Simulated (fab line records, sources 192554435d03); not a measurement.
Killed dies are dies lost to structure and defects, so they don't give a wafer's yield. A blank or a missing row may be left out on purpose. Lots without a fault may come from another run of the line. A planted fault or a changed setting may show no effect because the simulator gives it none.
fab line records | flow n5_finfet
record lots=11 wafers=29 last_day=18
route steps=1938 shown TV_OPEN@1890 PAD_METAL@1894 PASSIVATION@1902
lots that met no fault: from a run of the same line without faults
start_h: hours from the record's first day to the start of the lot's first wafer shown | wait_h: hours since the lot's step before | " the same as in the row above | L1.1+2: a row that stands for several wafers | - no value, or no start given | * or withheld: withheld | < > ~ a bound
route shown NAME@n: a module of which the file shows steps, and the number in the route of the first | usual: mean/standard deviation of fault-free wafers | same: alike in all rows | chamber/n: place in a boat | sites: the reading at each site | _std_site: their standard deviation | _edge_site: outer sites' mean less inner sites' | radius_mm: how far each site lies from the wafer's centre | mask NAME#n: copy n | behind: the tool/chamber that last shaped the wafer | hold: why the lot was held/for how many hours/how that ended | device: the transistor (n, p or np) that didn't switch | end of line: the same wafers' tests at the end of the route | a step without rows: its recipe alone | killed: dies lost to structure and defects at the first sort, not the wafer's yield | map: a wafer's dies, x killed, . not, _ none there
set.NAME: the setting as run; set.NAME@STEP: as run at that earlier step | model.NAME: the simulator's own value behind a step, which no gauge read
steps of the route over a sample of lots; a table a step, a row a wafer
services: from which hour (start_h, from the record's first day; less than 0 if before it) a tool's chamber was out of use, for how many hours, and why
## steps
# step N5_PASSIVATION_ETCH_15
# recipe chemistry=CF4/N2 target=SiCN target_depth_a=750 taper_deg=2 time_s=81.2 ion_energy_ev=150 mask_material=SiNx pressure_mtorr=40 source_w=430 bias_w=70 Ar_flow_sccm=100 cf4_flow_sccm=60 n2_flow_sccm=60
# usual drypump_motor_current_A=5.7/0.47 oes_product_au=0.80/0.079 rf_vpp_V=381.7/1.7 showerhead_plenum_p_Torr=2.18/0.062 throttle_valve_pct=15.45/0.15
# same time_s=81.2
# columns lot.wafer tool chamber start_h wait_h drypump_motor_current_A oes_product_au rf_hours_counter_h rf_vpp_V showerhead_plenum_p_Torr throttle_valve_pct
L539.1 rie_diel-06 1 - - 6.6 0.88 44 384.3 2.24 15.30
L539.3 " 0 " " 5.1 0.91 34 383.3 2.25 15.10
L539.5 " 3 " " 6.1 0.69 - 379.7 2.08 15.88
L540.2 rie_diel-03 0 - - 6.2 0.71 217 379.8 2.09 15.44
L540.5 " 3 " " 5.2 0.88 - 381.1 2.17 15.33
L540.6 " 0 " " 6.2 0.72 - 379.7 2.09 15.45
L542.2 rie_diel-02 3 - - 5.7 0.83 82 380.8 2.15 15.63
L542.3 " 0 " " 5.2 0.87 40 382.1 2.23 15.41
L542.4 " 1 " " 5.9 0.73 183 382.9 2.19 15.54
L543.1 rie_diel-02 1 - - 6.0 0.74 183 382.1 2.19 15.54
L543.2 " 2 " " 6.2 0.86 43 380.6 2.16 15.38
L543.6 " 0 " " 5.1 0.88 - 382.6 2.23 15.42
L545.1 rie_diel-02 3 - - 5.6 0.81 96 380.2 2.14 15.66
L545.2 " 0 " " 5.1 0.87 55 382.4 2.23 15.45
L545.6 " 2 " " 6.2 0.84 - 380.2 2.16 15.41
L549.1 rie_diel-06 1 - - 6.6 0.84 67 382.3 2.23 15.34
L549.2 " 0 " " 5.0 0.87 58 383.8 2.25 15.15
L549.4 " 2 " " 5.4 0.68 207 381.2 2.19 15.39
L554.1 rie_diel-06 1 - - 6.6 0.82 80 383.6 2.22 15.37
L554.3 " 3 " " 6.2 0.93 27 387.7 2.33 15.40
L556.1 rie_diel-03 2 - - 5.9 0.70 231 380.3 2.10 15.46
L556.3 " 1 " " 5.3 0.79 113 379.5 2.14 15.61
L555.1 rie_diel-03 3 - - 5.2 0.85 65 381.8 2.16 15.39
L555.3 " 1 " " 5.4 0.79 114 382.0 2.14 15.63
L559.1 rie_diel-03 3 - - 5.2 0.82 69 381.1 2.16 15.39
L559.4 " 0 " " 6.2 0.69 243 378.5 2.08 15.50
L559.5 " 3 " " 5.2 0.83 - 381.5 2.16 15.39
L560.5 rie_diel-02 2 - - 6.2 0.81 - 379.5 2.15 15.45
L560.6 " 1 " " 5.9 0.72 - 381.9 2.18 15.61
# step N5_PASSIVATION_PRE_CLEAN_19
# recipe gas=H2/He time_s=* temp_c=*
# usual heater_power_w=473/36 susceptor_temp_C=*
# same time_s=*
# columns lot.wafer tool chamber start_h wait_h heater_power_w susceptor_temp_C
L539.1 pvd_sputter-01 - 298.26 0.0 431 *
L539.3 " - " " 510 *
L539.5 " - " " 520 *
L540.2 pvd_sputter-01 - 309.11 0.0 508 *
L540.5 " - " " 431 *
L540.6 " - " " 477 *
L542.2 pvd_sputter-03 - 317.31 0.0 498 *
L542.3 " - " " 463 *
L542.4 " - " " 535 *
L543.1 pvd_sputter-03 - 317.87 0.0 535 *
L543.2 " - " " 507 *
L543.6 " - " " 528 *
L545.1 pvd_sputter-02 - 361.42 0.0 485 *
L545.2 " - " " 468 *
L545.6 " - " " 482 *
L549.1 pvd_sputter-02 - 362.38 0.0 474 *
L549.2 " - " " 478 *
L549.4 " - " " 506 *
L554.1 pvd_sputter-03 - 404.25 0.0 488 *
L554.3 " - " " 535 *
L556.1 pvd_sputter-02 - 404.34 0.0 476 *
L556.3 " - " " 413 *
L555.1 pvd_sputter-02 - 407.10 0.0 417 *
L555.3 " - " " 482 *
L559.1 pvd_sputter-01 - 419.46 0.0 419 *
L559.4 " - " " 499 *
L559.5 " - " " 421 *
L560.5 pvd_sputter-01 - 429.73 0.0 418 *
L560.6 " - " " 472 *
# step N5_PASSIVATION_PEB_28
# recipe peb_temp_c=withheld peb_time_s=*
# columns lot.wafer tool chamber start_h wait_h
L539.1+3+5 litho_track-03 0 298.88 0.1
L540.2+5+6 litho_track-01 0 309.61 0.0
L542.2+3+4 litho_track-02 0 317.94 0.0
L543.1+2+6 litho_track-01 0 318.49 0.1
L545.1+2+6 litho_track-01 0 362.04 0.1
L549.1+2+4 litho_track-02 0 362.87 0.1
L554.1+3 litho_track-01 0 404.86 0.1
L556.1+3 litho_track-01 0 405.03 0.1
L555.1+3 litho_track-01 0 407.59 0.1
L559.1+4+5 litho_track-02 0 419.95 0.1
L560.5+6 litho_track-03 0 430.21 0.0
# step N5_PASSIVATION_CD_MEAS_30
# recipe target_cd_nm=4000 landing_energy_ev=500 detector=se_inlens polarity=opening
# usual cd_nm=4000.8/1.8
# columns lot.wafer tool chamber start_h wait_h cd_nm
L539.1 cd_sem-01 0 299.00 - 4004.4
L539.3 " 0 " " 4002.6
L539.5 " 0 " " 4002.5
L540.2 cd_sem-02 0 309.73 - 3998.4
L540.5 " 0 " " 4002.1
L540.6 " 0 " " 3999.5
L542.2 cd_sem-02 0 318.06 - 3998.7
L542.3 " 0 " " 3998.6
L542.4 " 0 " " 3998.5
L543.1 cd_sem-03 0 318.61 - 4000.8
L543.2 " 0 " " 4000.3
L543.6 " 0 " " 4000.7
L545.1 cd_sem-03 0 362.16 - 3999.6
L545.2 " 0 " " 3999.1
L545.6 " 0 " " 3998.4
L549.1 cd_sem-02 0 362.99 - 4002.4
L549.2 " 0 " " 4001.1
L549.4 " 0 " " 4002.2
L554.1 cd_sem-03 0 404.98 - 3989.1
L554.3 " 0 " " 4000.2
L556.1 cd_sem-03 0 405.14 - 3990.3
L556.3 " 0 " " 4001.7
L555.1 cd_sem-03 0 407.71 - 3989.8
L555.3 " 0 " " 3999.9
L559.1 cd_sem-02 0 420.07 - 3998.4
L559.4 " 0 " " 4000.8
L559.5 " 0 " " 3999.9
L560.5 cd_sem-03 0 430.33 - 4000.6
L560.6 " 0 " " 4002.0
# step N5_PASSIVATION_AL_ETCH_33
# recipe chemistry=Cl2/BCl3 target_depth_a=28000 over_etch_frac=0.15 Cl2_flow_sccm=180 bcl3_flow_sccm=60 target=Al stop_on=TaN time_s=466.7 ion_energy_ev=100 pressure_mtorr=10 icp_w=900 bias_w=100
# usual drypump_motor_current_A=6.0/0.43 oes_product_au=0.67/0.07 throttle_valve_pct=34.23/0.22
# same over_etch_frac=0.15 time_s=466.7
# columns lot.wafer tool chamber start_h wait_h drypump_motor_current_A oes_product_au rf_hours_counter_h throttle_valve_pct
L539.1 rie_metal-01 1 299.17 0.1 5.7 0.59 91 34.26
L539.3 " 0 " " 6.6 0.71 - 34.05
L539.5 " 0 " " 6.7 0.71 - 34.05
L540.2 rie_metal-01 0 309.90 0.1 6.7 0.71 37 34.02
L540.5 " 1 " " 5.7 0.59 - 34.25
L540.6 " 0 " " 6.6 0.71 - 34.06
L542.2 rie_metal-03 1 318.23 0.1 5.9 0.63 90 34.18
L542.3 " 0 " " 5.2 0.81 - 34.63
L542.4 " 1 " " 5.9 0.63 - 34.14
L543.1 rie_metal-01 0 318.78 0.1 6.6 0.69 38 34.06
L543.2 " 1 " " 5.7 0.58 93 34.28
L543.6 " 1 " " 5.7 0.58 - 34.29
L545.1 rie_metal-01 0 362.33 0.1 6.6 0.69 42 34.05
L545.2 " 1 " " 5.7 0.58 97 34.28
L545.6 " 1 " " 5.7 0.57 - 34.30
L549.1 rie_metal-03 1 363.17 0.1 5.9 0.62 95 34.21
L549.2 " 1 " " 5.9 0.62 - 34.18
L549.4 " 1 " " 5.9 0.61 - 34.22
L554.1 rie_metal-03 1 405.20 0.1 5.9 0.62 102 34.17
L554.3 " 1 " " 5.9 0.62 - 34.15
L556.1 rie_metal-02 1 405.32 0.1 6.1 0.73 30 34.52
L556.3 " 1 " " 6.1 0.71 - 34.53
L555.1 rie_metal-03 1 407.91 0.1 5.9 0.61 103 34.19
L555.3 " 1 " " 5.9 0.60 - 34.19
L559.1 rie_metal-02 0 420.24 0.1 6.3 0.68 58 33.94
L559.4 " 1 " " 6.1 0.72 - 34.57
L559.5 " 1 " " 6.1 0.72 - 34.56
L560.5 rie_metal-02 0 431.22 0.3 6.3 0.67 - 33.98
L560.6 " 1 " " 6.1 0.72 - 34.54
# step N5_PASSIVATION_PROBE_49
# usual defect_limited_yield=91.0/1.5 killed_at_M0_to_M3=35/11 killed_at_M4_up=15/5.5 killed_at_contacts=12/5.5 killed_at_front_end=40/11 killed_at_other=4/3.1 killed_dies=106/18 killed_open=70/12 killed_short=33/8 sort_bin_5_function=5.2/1 sort_bin_6_memory=3.4/0.66 sort_bin_8_speed=0.00/0.021 sort_n_pass=1074/18 sort_yield_pct=91.0/1.5
# same gross_dies=1180 killed_at_back_side=0 sort_bin_4_leakage[%]=0
# columns lot.wafer tool chamber start_h wait_h defect_limited_yield[%] killed_at_M0_to_M3 killed_at_M4_up killed_at_contacts killed_at_front_end killed_at_other killed_dies killed_open killed_short sort_bin_5_function[%] sort_bin_6_memory[%] sort_bin_8_speed[%] sort_n_pass sort_yield_pct[%]
L539.1 prober-02 - 304.33 0.0 88.7 57 26 12 38 0 133 91 38 6.7 4.1 0 1047 88.7
L539.3 prober-02 - 304.43 0.1 92.9 33 5 16 30 0 84 60 20 4.3 2.5 0 1096 92.9
L539.5 prober-02 - 304.53 0.2 89.7 38 8 25 49 2 122 77 38 6.3 3.6 0 1058 89.7
L540.2 prober-02 - 315.01 0.1 91.1 19 10 7 64 5 105 68 35 4.8 3.9 0 1075 91.1
L540.5 prober-02 - 315.16 0.2 91.5 29 14 7 42 8 100 66 32 4.5 3.6 0 1080 91.5
L540.6 prober-02 - 315.21 0.3 92.7 29 11 5 37 4 86 62 20 4.7 2.4 0 1094 92.7
L542.2 prober-02 - 323.17 0.1 92.1 27 15 7 42 2 93 56 35 4.5 3.1 0 1087 92.1
L542.3 prober-02 - 323.22 0.1 90.9 48 12 17 27 3 107 65 40 5.3 3.5 0 1073 90.9
L542.4 prober-02 - 323.27 0.2 88.3 43 16 16 61 2 138 89 46 7.8 3.4 0.08 1042 88.3
L543.1 prober-01 - 323.72 0.0 91.4 27 20 10 42 2 101 69 30 5.2 3.2 0 1079 91.4
L543.2 prober-01 - 323.77 0.1 90.0 49 21 12 32 4 118 77 40 6.4 3.4 0 1062 90.0
L543.6 prober-01 - 323.97 0.3 90.2 31 21 19 42 3 116 82 31 5.3 4.2 0 1064 90.2
L545.1 prober-02 - 367.16 0.0 91.7 15 14 17 51 1 98 58 36 5.0 2.5 0 1082 91.7
L545.2 prober-02 - 367.21 0.1 90.8 40 11 17 37 4 109 77 29 5.3 3.9 0 1071 90.8
L545.6 prober-02 - 367.41 0.3 92.7 30 8 20 26 2 86 53 29 3.6 3.3 0 1094 92.7
L549.1 prober-01 - 369.13 0.0 92.5 19 12 15 40 3 89 57 24 4.2 2.6 0.08 1090 92.4
L549.2 prober-01 - 369.18 0.1 92.4 19 5 16 48 2 90 58 30 4.8 2.5 0 1090 92.4
L549.4 prober-01 - 369.28 0.2 90.5 36 16 16 40 4 112 75 36 5.8 3.4 0 1068 90.5
L556.1 prober-02 - 410.12 0.0 90.3 23 10 18 56 8 115 87 25 5.4 3.8 0 1065 90.3
L556.3 prober-02 - 410.22 0.1 91.9 25 17 12 35 7 96 65 31 4.7 3.2 0 1084 91.9
L554.1 prober-01 - 410.71 0.0 91.4 40 17 16 25 4 102 67 32 5.0 3.5 0 1078 91.4
L554.3 prober-01 - 410.81 0.1 92.1 32 14 11 33 3 93 60 31 4.7 2.8 0 1087 92.1
L555.1 prober-02 - 415.82 0.0 90.8 31 14 14 41 9 109 61 41 5.3 3.1 0 1071 90.8
L555.3 prober-02 - 415.92 0.1 93.3 38 6 6 28 1 79 49 29 3.7 2.7 0 1101 93.3
L559.1 prober-02 - 425.05 0.0 90.2 33 36 10 36 1 116 81 32 6.3 3.2 0 1064 90.2
L559.4 prober-02 - 425.20 0.2 90.3 23 33 19 36 4 115 77 30 5.8 3.5 0 1065 90.3
L559.5 prober-02 - 425.25 0.2 86.2 48 27 18 68 2 163 120 39 7.7 5.8 0 1017 86.2
L560.5 prober-01 - 435.96 0.2 92.2 33 8 11 32 8 92 55 34 4.5 2.8 0 1088 92.2
L560.6 prober-01 - 436.01 0.3 89.6 46 18 9 45 5 123 75 39 5.8 3.6 0 1057 89.6
# killed by level:class
L539.1 BEOL_M2:geometric_particle:open=13 MOL_CONTACT_COAG:geometric_particle:open=10 BEOL_M0_SAQP:geometric_particle:open=10 BEOL_M3:geometric_particle:open=10 BEOL_M4:geometric_particle:open=10 FIN_SAQP:geometric_particle:short=9 BEOL_M1:geometric_particle:open=9 STI_FIN_REVEAL:geometric_particle:open=7
L539.3 MOL_CONTACT_COAG:geometric_particle:open=11 BEOL_M0_SAQP:geometric_particle:open=9 BEOL_M3:geometric_particle:open=8 STARTING-WAFER:geometric_particle:open=6 FIN_SAQP:geometric_particle:short=5 STI_FIN_REVEAL:geometric_particle:open=5 DUMMY_GATE:geometric_particle:open=4 BEOL_M1:geometric_particle:open=4
L539.5 MOL_CONTACT_COAG:geometric_particle:open=16 BEOL_M1:geometric_particle:open=14 FIN_SAQP:geometric_particle:open=13 FIN_SAQP:geometric_particle:short=8 BEOL_M0_SAQP:geometric_particle:open=7 BEOL_M0_SAQP:geometric_particle:short=7 STI_FIN_REVEAL:geometric_particle:open=6 MOL_CONTACT_COAG:geometric_particle:short=6
L540.2 STI_FIN_REVEAL:geometric_particle:open=21 FIN_SAQP:geometric_particle:open=15 FIN_SAQP:geometric_particle:short=11 BEOL_M1:geometric_particle:open=6 GATE_CUT:geometric_particle:short=5 MOL_CONTACT_COAG:geometric_particle:open=5 BEOL_M4:geometric_particle:open=5 STARTING-WAFER:geometric_particle:short=4
L540.5 STI_FIN_REVEAL:geometric_particle:open=19 BEOL_M0_SAQP:geometric_particle:short=7 BEOL_M2:geometric_particle:open=7 FIN_SAQP:geometric_particle:open=6 MOL_CONTACT_COAG:geometric_particle:open=6 BEOL_M3:geometric_particle:open=5 BEOL_M4:geometric_particle:short=5 GATE_CUT:geometric_particle:open=4
L540.6 STI_FIN_REVEAL:geometric_particle:open=26 BEOL_M1:geometric_particle:open=8 BEOL_M0_SAQP:geometric_particle:open=6 BEOL_M0_SAQP:geometric_particle:short=4 FIN_SAQP:geometric_particle:open=3 MOL_CONTACT_COAG:geometric_particle:short=3 BEOL_M1:geometric_particle:short=3 BEOL_M2:geometric_particle:open=3
L542.2 STI_FIN_REVEAL:geometric_particle:open=9 BEOL_M0_SAQP:geometric_particle:open=7 BEOL_M4:geometric_particle:open=7 FIN_SAQP:geometric_particle:short=5 MOL_CONTACT_COAG:geometric_particle:open=5 GATE_CUT:geometric_particle:short=5 BEOL_M1:geometric_particle:open=5 FIN_SAQP:geometric_particle:open=4
L542.3 MOL_CONTACT_COAG:geometric_particle:open=12 BEOL_M2:geometric_particle:open=11 BEOL_M2:geometric_particle:short=8 BEOL_M4:geometric_particle:open=8 BEOL_M0_SAQP:geometric_particle:short=7 BEOL_M3:geometric_particle:open=7 STI_FIN_REVEAL:geometric_particle:open=5 MOL_CONTACT_COAG:geometric_particle:short=4
L542.4 STI_FIN_REVEAL:geometric_particle:open=19 MOL_CONTACT_COAG:geometric_particle:open=15 BEOL_M0_SAQP:geometric_particle:short=14 FIN_SAQP:geometric_particle:open=11 BEOL_M3:geometric_particle:open=10 FIN_SAQP:geometric_particle:short=6 GATE_CUT:geometric_particle:short=6 BEOL_M0_SAQP:geometric_particle:open=6
L543.1 MOL_CONTACT_COAG:geometric_particle:open=9 BEOL_M0_SAQP:geometric_particle:open=8 BEOL_M3:geometric_particle:open=8 STI_FIN_REVEAL:geometric_particle:open=7 DUMMY_GATE:geometric_particle:open=7 BEOL_M4:geometric_particle:open=7 GATE_CUT:geometric_particle:short=6 STARTING-WAFER:geometric_particle:short=6
L543.2 BEOL_M0:geometric_particle:open=13 MOL_CONTACT_COAG:geometric_particle:open=10 BEOL_M4:geometric_particle:open=10 BEOL_M2:geometric_particle:open=8 DUMMY_GATE:geometric_particle:open=7 BEOL_M0_SAQP:geometric_particle:short=7 BEOL_M0_SAQP:geometric_particle:open=7 FIN_SAQP:geometric_particle:short=4
L543.6 MOL_CONTACT_COAG:geometric_particle:open=11 STI_FIN_REVEAL:geometric_particle:open=10 BEOL_M4:geometric_particle:open=10 FIN_SAQP:geometric_particle:open=7 FIN_SAQP:geometric_particle:short=7 MOL_CONTACT_COAG:geometric_particle:short=7 BEOL_M2:geometric_particle:open=7 BEOL_M0:geometric_particle:open=5
L545.1 MOL_CONTACT_COAG:geometric_particle:open=13 FIN_SAQP:geometric_particle:short=8 DUMMY_GATE:geometric_particle:open=6 BEOL_M1:geometric_particle:open=6 STARTING-WAFER:geometric_particle:short=6 STARTING-WAFER:geometric_particle:open=5 ILD0:geometric_particle:open=5 FIN_SAQP:geometric_particle:open=4
L545.2 MOL_CONTACT_COAG:geometric_particle:open=14 BEOL_M2:geometric_particle:open=14 FIN_SAQP:geometric_particle:short=12 BEOL_M1:geometric_particle:open=11 FIN_SAQP:geometric_particle:open=9 BEOL_M0_SAQP:geometric_particle:open=5 BEOL_M4:geometric_particle:open=5 STI_FIN_REVEAL:geometric_particle:open=4
L545.6 MOL_CONTACT_COAG:geometric_particle:open=15 BEOL_M1:geometric_particle:open=9 BEOL_M2:geometric_particle:open=8 DUMMY_GATE:geometric_particle:open=5 FIN_SAQP:geometric_particle:short=4 ILD0:geometric_particle:short=4 MOL_CONTACT_COAG:geometric_particle:short=4 BEOL_M3:geometric_particle:open=4
L549.1 MOL_CONTACT_COAG:geometric_particle:open=12 FIN_SAQP:geometric_particle:open=7 BEOL_M4:geometric_particle:open=7 HKMG_FIN:area_etch=6 GATE_CUT:geometric_particle:short=5 BEOL_M0_SAQP:geometric_particle:open=5 DUMMY_GATE:geometric_particle:open=4 FIN_SAQP:geometric_particle:short=3
L549.2 FIN_SAQP:geometric_particle:short=15 FIN_SAQP:geometric_particle:open=15 MOL_CONTACT_COAG:geometric_particle:open=14 BEOL_M2:geometric_particle:open=6 BEOL_M3:geometric_particle:open=4 STARTING-WAFER:geometric_particle:open=4 GATE_CUT:geometric_particle:open=3 DUMMY_GATE:geometric_particle:short=2
L549.4 BEOL_M2:geometric_particle:open=16 MOL_CONTACT_COAG:geometric_particle:open=14 FIN_SAQP:geometric_particle:open=8 GATE_CUT:geometric_particle:open=6 BEOL_M0:geometric_particle:open=6 STARTING-WAFER:geometric_particle:short=5 FIN_SAQP:geometric_particle:short=4 BEOL_M0:geometric_particle:short=4
L556.1 STI_FIN_REVEAL:geometric_particle:open=19 MOL_CONTACT_COAG:geometric_particle:open=14 FIN_SAQP:geometric_particle:open=13 FIN_SAQP:geometric_particle:short=9 BEOL_M2:geometric_particle:open=6 DUMMY_GATE:geometric_particle:open=5 BEOL_M0_SAQP:geometric_particle:open=5 MIM_TOP:geometric_particle:open=4
L556.3 MOL_CONTACT_COAG:geometric_particle:open=10 DUMMY_GATE:geometric_particle:open=9 BEOL_M0_SAQP:geometric_particle:open=7 BEOL_M4:geometric_particle:open=7 FIN_SAQP:geometric_particle:open=6 BEOL_M2:geometric_particle:open=6 BEOL_M0_SAQP:geometric_particle:short=5 STI_FIN_REVEAL:geometric_particle:open=4
L554.1 MOL_CONTACT_COAG:geometric_particle:open=14 DUMMY_GATE:geometric_particle:open=9 BEOL_M0_SAQP:geometric_particle:short=9 BEOL_M0_SAQP:geometric_particle:open=9 BEOL_M2:geometric_particle:open=6 BEOL_M4:geometric_particle:open=5 BEOL_M1:geometric_particle:short=5 FIN_SAQP:geometric_particle:short=4
L554.3 MOL_CONTACT_COAG:geometric_particle:open=10 FIN_SAQP:geometric_particle:open=7 BEOL_M4:geometric_particle:open=6 BEOL_M2:geometric_particle:open=6 BEOL_M0_SAQP:geometric_particle:short=5 BEOL_M0_SAQP:geometric_particle:open=5 BEOL_M3:geometric_particle:open=4 STI_FIN_REVEAL:geometric_particle:open=4
L555.1 MOL_CONTACT_COAG:geometric_particle:open=12 BEOL_M2:geometric_particle:open=9 FIN_SAQP:geometric_particle:open=7 BEOL_M0_SAQP:geometric_particle:short=7 BEOL_M0_SAQP:geometric_particle:open=7 BEOL_M4:geometric_particle:open=7 DUMMY_GATE:geometric_particle:short=6 PASS1_CAP:geometric_particle:short=6
L555.3 BEOL_M0_SAQP:geometric_particle:short=11 BEOL_M0_SAQP:geometric_particle:open=8 BEOL_M1:geometric_particle:open=8 FIN_SAQP:geometric_particle:open=7 MOL_CONTACT_COAG:geometric_particle:open=6 DUMMY_GATE:geometric_particle:open=5 BEOL_M2:geometric_particle:open=5 STARTING-WAFER:geometric_particle:short=4
L559.1 BEOL_M4:geometric_particle:open=23 BEOL_M0_SAQP:geometric_particle:short=9 MOL_CONTACT_COAG:geometric_particle:open=8 DUMMY_GATE:geometric_particle:open=7 BEOL_M0_SAQP:geometric_particle:open=6 FIN_SAQP:geometric_particle:open=5 FIN_SAQP:geometric_particle:short=5 BEOL_M2:geometric_particle:open=5
L559.4 BEOL_M4:geometric_particle:open=17 MOL_CONTACT_COAG:geometric_particle:open=16 FIN_SAQP:geometric_particle:short=8 STI_FIN_REVEAL:geometric_particle:open=8 BEOL_M1:geometric_particle:open=6 FIN_SAQP:geometric_particle:open=5 DUMMY_GATE:geometric_particle:open=4 BEOL_M2:geometric_particle:short=4
L559.5 FIN_SAQP:geometric_particle:open=24 BEOL_M3:geometric_particle:open=19 MOL_CONTACT_COAG:geometric_particle:open=16 BEOL_M4:geometric_particle:open=16 STI_FIN_REVEAL:geometric_particle:open=15 FIN_SAQP:geometric_particle:short=10 BEOL_M0_SAQP:geometric_particle:short=10 BEOL_M0_SAQP:geometric_particle:open=8
L560.5 MOL_CONTACT_COAG:geometric_particle:open=9 BEOL_M0_SAQP:geometric_particle:open=9 BEOL_M1:geometric_particle:open=7 STI_FIN_REVEAL:geometric_particle:open=5 BEOL_M0_SAQP:geometric_particle:short=5 BEOL_M2:geometric_particle:open=5 STARTING-WAFER:geometric_particle:short=4 BEOL_M4:geometric_particle:open=4
L560.6 BEOL_M0_SAQP:geometric_particle:short=11 STI_FIN_REVEAL:geometric_particle:open=9 BEOL_M0_SAQP:geometric_particle:open=9 MOL_CONTACT_COAG:geometric_particle:open=8 BEOL_M2:geometric_particle:open=8 BEOL_M3:geometric_particle:open=8 BEOL_M4:geometric_particle:open=8 HKMG_FIN:area_etch=8
## services
# columns tool chamber start_h hours kind
rie_diel-02 1 278.60 2.9 repair
rie_diel-02 0 284.97 23.0 repair
rie_diel-02 3 300.21 8.8 repair
rie_metal-02 0 305.36 20.5 repair
rie_diel-06 2 310.73 7.4 repair
rie_diel-03 - 315.29 14.6 pm
rie_diel-02 - 339.92 2.8 pm
rie_metal-03 0 349.65 79.3 repair
rie_diel-02 1 353.53 4.2 repair
rie_diel-06 - 360.65 1.0 repair
litho_track-01 - 385.09 - consumable_replace:filter
rie_metal-01 - 397.86 1.4 repair
rie_diel-02 - 398.65 0.5 repair
rie_diel-03 0 402.50 5.7 repair
rie_diel-06 0 406.18 9.9 repair
rie_diel-02 3 406.85 3.4 repair
rie_diel-03 3 411.08 2.6 repair
rie_metal-01 1 412.41 - clean
rie_metal-01 1 412.41 13.4 scheduled_down
rie_metal-01 1 412.41 13.4 vent_cycle
rie_diel-06 - 419.35 11.6 repair
rie_metal-03 1 429.03 - clean
rie_metal-03 1 429.03 14.3 scheduled_down
rie_metal-03 1 429.03 14.3 vent_cycle
## key
first_sign step=N5_PASSIVATION_CD_MEAS_30 reading=cd_nm direction=down sigmas=6.2 usual=4000.8 struck=3989.7
effect none on later readings
met_at N5_PASSIVATION_PEB_28
struck_lots L554,L555,L556
struck_wafers L554.1,L555.1,L556.1
not_acting_at N5_PASSIVATION_ETCH_15,N5_PASSIVATION_PRE_CLEAN_19,N5_PASSIVATION_AL_ETCH_33
onset_between 362.04 404.86
fault kind=process_parameter_drift tool=litho_track-01 chamber=- onset_h=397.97 steps=N5_PASSIVATION_PEB_28 channel=peb_time_s offset=* shape=step end_h=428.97 scope=struck_wafers_only acts_in=* stated=*
